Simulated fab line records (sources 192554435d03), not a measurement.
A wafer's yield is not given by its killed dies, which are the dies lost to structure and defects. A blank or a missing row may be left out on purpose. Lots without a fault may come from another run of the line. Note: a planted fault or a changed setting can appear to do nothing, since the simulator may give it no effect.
fab line records ; flow n5_finfet
record: lots: 11; wafers: 31; last_day: 19
route steps=1938 shown BEOL_M5@1191 BEOL_M6@1208
lots that met no fault: from a run of the same line without faults
start_h: the number of hours between the record's first day and the start of the first shown wafer of the lot ; wait_h: how many hours have passed since the lot's step before this one ; " same as the row above ; L1.1+2: a row that stands for several wafers ; - no value, or no start was given ; * or withheld: withheld ; < > ~ a bound
route shown NAME@n: names a module that has steps shown in the file, with the first one's number in the route ; usual: mean/standard deviation taken from wafers without a fault ; same: alike in all rows ; chamber/n: place in a boat ; sites: readings site by site ; _std_site: the values' standard deviation ; _edge_site: the outer-site mean with the inner-site mean subtracted ; radius_mm: how far each site lies from the wafer's centre ; mask NAME#n: copy n ; behind: tool/chamber where the wafer was last shaped ; hold: why the lot was held/for how many hours/how that ended ; device: which transistor (n, p or np) failed to switch ; end of line: the route-end tests of the same wafers ; where a step has no rows: the recipe by itself ; killed: count of dies lost to structure and defects at first sort (not the wafer's yield) ; map: a wafer's dies, marking killed ones x, the rest . and places with no die _
set.NAME: the run value of the setting; set.NAME@STEP: its run value at that earlier step ; model.NAME: the simulator's own value behind a step, which no gauge read
a sample of lots followed through the steps of the route, with each step as a table and each wafer as a row
services: a tool's chamber out of use, with start hour (start_h, from the record's first day; less than 0 if before it), hours out, and reason
== steps ==
step: N5_BEOL_M5_DEP_56
recipe: material: SiCN; target_thk_a: 80; temp_c: withheld; precursor: 3MS/NH3; pressure_torr: 3; rf_w: 202; time_s: 14
usual: rf_fwd_power_W: 199.8/0.77; showerhead_plenum_p_Torr: 3.664/0.012; throttle_valve_pct: 9.0/0.57
lot.wafer;tool;chamber;start_h;wait_h;rf_fwd_power_W;showerhead_plenum_p_Torr;throttle_valve_pct
L182.1;pecvd-01;0;205.05;0.0;200.3;3.667;8.8
L182.4;pecvd-01;0;205.05;0.0;201.3;3.651;9.1
L182.6;pecvd-01;1;205.05;0.0;200.4;3.661;7.8
L186.2;pecvd-04;0;254.53;0.0;199.7;3.645;8.8
L186.3;pecvd-04;1;254.53;0.0;199.2;3.690;10.2
L186.6;pecvd-04;0;254.53;0.0;200.6;3.644;9.2
L187.1;pecvd-04;0;275.80;0.0;199.5;3.650;9.0
L187.4;pecvd-04;1;275.80;0.0;199.6;3.677;10.3
L187.6;pecvd-04;2;275.80;0.0;198.5;3.683;9.1
L189.1;pecvd-03;2;283.41;0.0;198.9;3.667;8.4
L189.2;pecvd-03;0;283.41;0.0;199.7;3.649;9.4
L189.6;pecvd-03;1;283.41;0.0;199.3;3.670;9.2
L190.1;pecvd-04;0;289.44;0.0;199.5;3.658;9.0
L190.3;pecvd-04;0;289.44;0.0;199.6;3.651;9.1
L190.4;pecvd-04;1;289.44;0.0;200.1;3.687;10.1
L193.1;pecvd-01;1;310.65;0.0;199.9;3.663;8.1
L193.4;pecvd-01;0;310.65;0.0;201.4;3.659;8.9
L193.6;pecvd-01;2;310.65;0.0;199.8;3.653;8.9
L194.2;pecvd-01;0;318.31;0.0;200.2;3.656;9.1
L194.4;pecvd-01;2;318.31;0.0;200.4;3.662;8.9
L194.5;pecvd-01;1;318.31;0.0;199.8;3.665;8.0
L184.3;pecvd-03;2;322.90;0.0;198.7;3.664;8.3
L184.4;pecvd-03;0;322.90;0.0;199.4;3.662;9.3
L184.6;pecvd-03;1;322.90;0.0;199.3;3.671;9.3
L200.1;pecvd-03;1;353.82;0.0;198.2;3.669;9.0
L200.4;pecvd-03;2;353.82;0.0;200.0;3.670;8.6
L202.1;pecvd-01;0;353.91;0.0;202.1;3.653;9.2
L202.4;pecvd-01;2;353.91;0.0;200.0;3.656;8.8
L205.1;pecvd-03;1;363.03;0.0;199.2;3.669;9.1
L205.5;pecvd-03;0;363.03;0.0;200.9;3.657;9.5
L205.6;pecvd-03;1;363.03;0.0;199.2;3.670;9.0
step: N5_BEOL_M6_OVL_MEAS_12
recipe: points_per_wafer: 44
usual: M6_OVL: 0.1/0.79
lot.wafer;tool;chamber;start_h;wait_h;M6_OVL[nm]
L182.1;overlay-02;0;208.16;0.0;-0.9
L182.4;overlay-02;0;208.16;0.0;0.4
L182.6;overlay-02;0;208.16;0.0;0.6
L186.2;overlay-02;0;256.24;0.0;-0.7
L186.3;overlay-02;0;256.24;0.0;0.8
L186.6;overlay-02;0;256.24;0.0;-1.3
L187.1;overlay-01;0;277.66;0.0;0.6
L187.4;overlay-01;0;277.66;0.0;0.1
L187.6;overlay-01;0;277.66;0.0;0.1
L189.1;overlay-01;0;285.01;0.0;0.9
L189.2;overlay-01;0;285.01;0.0;1.6
L189.6;overlay-01;0;285.01;0.0;1.9
L190.1;overlay-01;0;291.72;0.0;1.5
L190.3;overlay-01;0;291.72;0.0;1.7
L190.4;overlay-01;0;291.72;0.0;0.6
L193.1;overlay-02;0;315.40;0.0;-0.2
L193.4;overlay-02;0;315.40;0.0;0.0
L193.6;overlay-02;0;315.40;0.0;0.1
L194.2;overlay-02;0;320.21;0.0;-2.2
L194.4;overlay-02;0;320.21;0.0;-1.5
L194.5;overlay-02;0;320.21;0.0;-0.7
L184.3;overlay-02;0;326.32;0.0;-0.4
L184.4;overlay-02;0;326.32;0.0;0.2
L184.6;overlay-02;0;326.32;0.0;-0.1
L200.1;overlay-01;0;355.85;0.0;-0.7
L200.4;overlay-01;0;355.85;0.0;-0.3
L202.1;overlay-02;0;355.91;0.0;-0.1
L202.4;overlay-02;0;355.91;0.0;-0.2
L205.1;overlay-02;0;365.50;0.0;0.1
L205.5;overlay-02;0;365.50;0.0;0.5
L205.6;overlay-02;0;365.50;0.0;-1.1
step: N5_BEOL_M6_ETCH_62
recipe: chemistry: N2/H2; target: SOC; target_depth_a: 1100; overetch_a: 220; mask_material: SiARC; temp_c: 40; time_s: 165; ion_energy_ev: 200; pressure_mtorr: 30; source_w: 840; bias_w: 150; n2_flow_sccm: 200; h2_flow_sccm: 200
usual: drypump_motor_current_A: 5.9/0.48; oes_product_au: 0.68/0.065; rf_fwd_power_W: 836.4/2.3; rf_vpp_V: 523.1/2.7; showerhead_plenum_p_Torr: 2.51/0.093; throttle_valve_pct: 17.79/0.23
lot.wafer;tool;chamber;start_h;wait_h;drypump_motor_current_A;oes_product_au;rf_fwd_power_W;rf_hours_counter_h;rf_vpp_V;showerhead_plenum_p_Torr;throttle_valve_pct
L182.1;rie_diel-03;0;208.34;0.0;6.0;0.69;836.9;80;521.9;2.47;18.01
L182.4;rie_diel-03;2;208.34;0.0;6.7;0.70;837.5;66;523.9;2.58;17.86
L182.6;rie_diel-03;3;208.34;0.0;5.6;0.58;834.9;-;527.1;2.61;18.40
L186.2;rie_diel-03;1;256.39;0.0;6.5;0.71;837.1;66;525.2;2.58;17.62
L186.3;rie_diel-03;0;256.39;0.0;6.0;0.68;835.4;95;521.3;2.46;18.03
L186.6;rie_diel-03;3;256.39;0.0;5.6;0.82;838.5;-;525.4;2.61;17.96
L187.1;rie_diel-03;2;277.81;0.0;6.7;0.68;840.9;87;525.7;2.57;17.91
L187.4;rie_diel-03;2;277.81;0.0;6.7;0.68;837.3;-;525.3;2.57;17.89
L187.6;rie_diel-03;0;277.81;0.0;6.0;0.67;836.5;-;522.7;2.46;18.04
L189.1;rie_diel-01;1;285.37;0.0;6.5;0.68;839.7;83;521.8;2.48;17.63
L189.2;rie_diel-01;3;285.37;0.0;5.2;0.62;835.8;197;519.2;2.30;17.55
L189.6;rie_diel-01;0;285.37;0.0;6.2;0.63;836.2;-;518.5;2.42;17.88
L190.1;rie_diel-05;1;291.96;0.0;6.2;0.74;834.2;48;522.1;2.47;17.59
L190.3;rie_diel-05;2;291.96;0.0;5.6;0.61;840.8;223;525.7;2.63;18.03
L190.4;rie_diel-05;0;291.96;0.0;5.4;0.68;840.0;85;524.8;2.56;17.70
L193.1;rie_diel-01;1;315.55;0.0;6.4;0.66;836.2;92;522.1;2.48;17.67
L193.4;rie_diel-01;2;315.55;0.0;5.4;0.59;838.4;244;523.6;2.61;18.01
L193.6;rie_diel-01;0;315.55;0.0;6.2;0.63;837.8;-;520.3;2.42;17.87
L194.2;rie_diel-05;1;320.41;0.0;6.2;0.73;838.8;53;521.1;2.46;17.60
L194.4;rie_diel-05;2;320.41;0.0;5.6;0.62;834.3;230;525.6;2.62;18.05
L194.5;rie_diel-05;2;320.41;0.0;5.6;0.61;836.1;-;525.9;2.62;18.05
L184.3;rie_diel-05;0;326.98;0.0;5.4;0.68;838.6;94;525.4;2.56;17.73
L184.4;rie_diel-05;3;326.98;0.0;5.6;0.73;836.0;46;520.5;2.47;17.38
L184.6;rie_diel-05;3;326.98;0.0;5.6;0.72;834.2;-;521.7;2.47;17.40
L200.1;rie_diel-01;2;356.37;0.0;5.5;0.83;834.4;5;526.8;2.60;17.65
L200.4;rie_diel-01;0;356.37;0.0;6.2;0.62;834.9;-;520.4;2.41;17.92
L202.1;rie_diel-01;3;356.63;0.0;5.1;0.61;833.8;224;516.7;2.29;17.59
L202.4;rie_diel-01;0;356.63;0.0;6.2;0.63;835.4;-;520.5;2.41;17.93
L205.1;rie_diel-01;2;365.87;0.0;5.4;0.80;834.8;11;525.8;2.60;17.68
L205.5;rie_diel-01;2;365.87;0.0;5.5;0.80;837.2;-;526.4;2.60;17.67
L205.6;rie_diel-01;3;365.87;0.0;5.1;0.61;830.1;-;516.6;2.29;17.59
step: N5_BEOL_M6_ETCH_41
recipe: chemistry: CH3F/O2; target: SiCN; target_depth_a: 297; taper_deg: 2; time_s: 52; ion_energy_ev: 120; mask_material: TiN; pressure_mtorr: 30; source_w: 395; bias_w: 75; Ar_flow_sccm: 150; CH3F_flow_sccm: 30; O2_flow_sccm: 20
usual: drypump_motor_current_A: 5.9/0.47; oes_product_au: 0.79/0.066; rf_fwd_power_W: 390.3/1.5; rf_vpp_V: 296.9/1.6; run_length_s: 75.2/0.46; showerhead_plenum_p_Torr: 1.98/0.068; throttle_valve_pct: 16.31/0.19
lot.wafer;tool;chamber;start_h;wait_h;drypump_motor_current_A;oes_product_au;rf_fwd_power_W;rf_hours_counter_h;rf_vpp_V;run_length_s;showerhead_plenum_p_Torr;throttle_valve_pct
L182.1;rie_diel-01;3;209.60;-;5.1;0.75;392.6;172;292.3;75.8;1.82;16.15
L182.4;rie_diel-01;0;209.60;-;6.2;0.75;388.2;153;296.0;75.1;1.91;16.43
L182.6;rie_diel-01;2;209.60;-;5.4;0.70;388.2;-;299.0;75.3;2.06;16.48
L186.2;rie_diel-05;0;259.16;-;5.4;0.82;392.1;78;297.5;74.9;2.04;16.29
L186.3;rie_diel-05;3;259.16;-;5.5;0.89;390.5;27;296.5;75.1;1.97;15.98
L186.6;rie_diel-05;0;259.16;-;5.4;0.83;390.8;-;296.7;74.7;2.04;16.28
L187.1;rie_diel-03;0;280.62;-;6.0;0.79;389.8;102;295.7;75.4;1.93;16.37
L187.4;rie_diel-03;0;280.62;-;6.0;0.79;391.8;-;295.7;75.5;1.93;16.40
L187.6;rie_diel-03;3;280.62;-;5.6;0.94;391.3;-;298.8;74.8;2.05;16.42
L189.1;rie_diel-05;2;287.49;-;5.6;0.73;391.7;221;297.6;76.0;2.06;16.49
L189.2;rie_diel-05;3;287.49;-;5.6;0.87;389.6;33;295.8;75.4;1.96;15.99
L189.6;rie_diel-05;1;287.49;-;6.2;0.88;388.0;-;297.1;74.6;1.95;16.17
L190.1;rie_diel-05;2;295.34;-;5.7;0.73;392.5;224;299.1;76.4;2.06;16.50
L190.3;rie_diel-05;1;295.34;-;6.2;0.87;387.3;48;296.1;74.7;1.95;16.17
L190.4;rie_diel-05;0;295.34;-;5.4;0.80;390.4;85;298.0;74.8;2.04;16.32
L193.1;rie_diel-05;1;317.03;-;6.2;0.86;388.9;53;295.8;74.4;1.95;16.19
L193.4;rie_diel-05;2;317.03;-;5.6;0.72;390.5;229;300.0;76.3;2.05;16.49
L193.6;rie_diel-05;0;317.03;-;5.4;0.80;390.0;-;297.8;74.7;2.04;16.36
L194.2;rie_diel-01;1;321.64;-;6.5;0.80;392.1;94;295.6;75.7;1.94;16.00
L194.4;rie_diel-01;0;321.64;-;6.2;0.73;387.5;187;296.3;75.1;1.90;16.50
L194.5;rie_diel-01;1;321.64;-;6.4;0.80;390.0;-;298.0;75.0;1.94;15.99
L184.3;rie_diel-01;0;329.22;-;6.2;0.72;388.4;190;296.0;75.0;1.90;16.50
L184.4;rie_diel-01;3;329.22;-;5.2;0.71;392.3;210;294.1;75.3;1.81;16.22
L184.6;rie_diel-01;0;329.22;-;6.2;0.73;388.9;-;295.8;75.2;1.90;16.51
L200.1;rie_diel-05;2;357.74;-;5.6;0.72;390.1;244;298.8;95.6;2.05;16.53
L200.4;rie_diel-05;0;357.74;-;5.4;0.79;392.6;105;296.7;74.7;2.03;16.35
L202.1;rie_diel-05;0;358.14;-;5.4;0.78;389.0;105;297.9;95.2;2.03;16.34
L202.4;rie_diel-05;1;358.14;-;6.2;0.85;387.8;67;297.0;74.5;1.95;16.22
L205.1;rie_diel-03;1;367.42;-;6.5;0.80;390.5;93;299.5;75.4;2.02;16.19
L205.5;rie_diel-03;3;367.42;-;5.6;0.90;390.2;-;297.6;75.3;2.05;16.47
L205.6;rie_diel-03;0;367.42;-;6.0;0.78;389.8;-;296.6;75.5;1.93;16.42
== services ==
tool;chamber;start_h;hours;kind
pecvd-03;2;202.38;-;clean
pecvd-03;2;202.38;-;consumable_replace:showerhead
pecvd-03;2;202.38;29.0;scheduled_down
pecvd-03;2;202.38;29.0;vent_cycle
rie_diel-03;3;227.88;-;clean
rie_diel-03;3;227.88;-;consumable_replace:focus_ring
rie_diel-03;3;227.88;18.7;scheduled_down
rie_diel-03;3;227.88;18.7;vent_cycle
rie_diel-05;2;229.83;7.1;repair
pecvd-01;1;274.17;12.3;repair
pecvd-01;-;275.27;0.9;repair
pecvd-03;-;286.12;14.6;pm
pecvd-04;2;287.69;4.1;repair
pecvd-04;-;289.55;6.0;pm
pecvd-01;1;305.00;2.1;scheduled_down
rie_diel-03;-;322.81;14.6;pm
rie_diel-01;2;329.64;-;clean
rie_diel-01;2;329.64;-;consumable_replace:focus_ring
rie_diel-01;2;329.64;14.3;scheduled_down
rie_diel-01;2;329.64;14.3;vent_cycle
pecvd-04;2;331.11;30.4;repair
rie_diel-01;1;341.15;22.0;repair
rie_diel-05;2;349.12;1.4;repair
pecvd-01;0;349.73;2.1;scheduled_down
== key ==
first_sign: step: N5_BEOL_M6_ETCH_41; reading: run_length_s; direction: up; sigmas: 44; usual: *; struck: *
effect none on later readings
met_at N5_BEOL_M6_ETCH_41
struck_lots L200,L202
struck_wafers L200.1,L202.1
not_acting_at N5_BEOL_M5_DEP_56,N5_BEOL_M6_OVL_MEAS_12,N5_BEOL_M6_ETCH_62
onset_between 317.03 357.74
fault: kind: process_parameter_drift; tool: rie_diel-05; chamber: -; onset_h: 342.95; steps: N5_BEOL_M6_ETCH_41; channel: time_s; offset: *; shape: step; end_h: 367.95; scope: struck_wafers_only; acts_in: *; stated: *
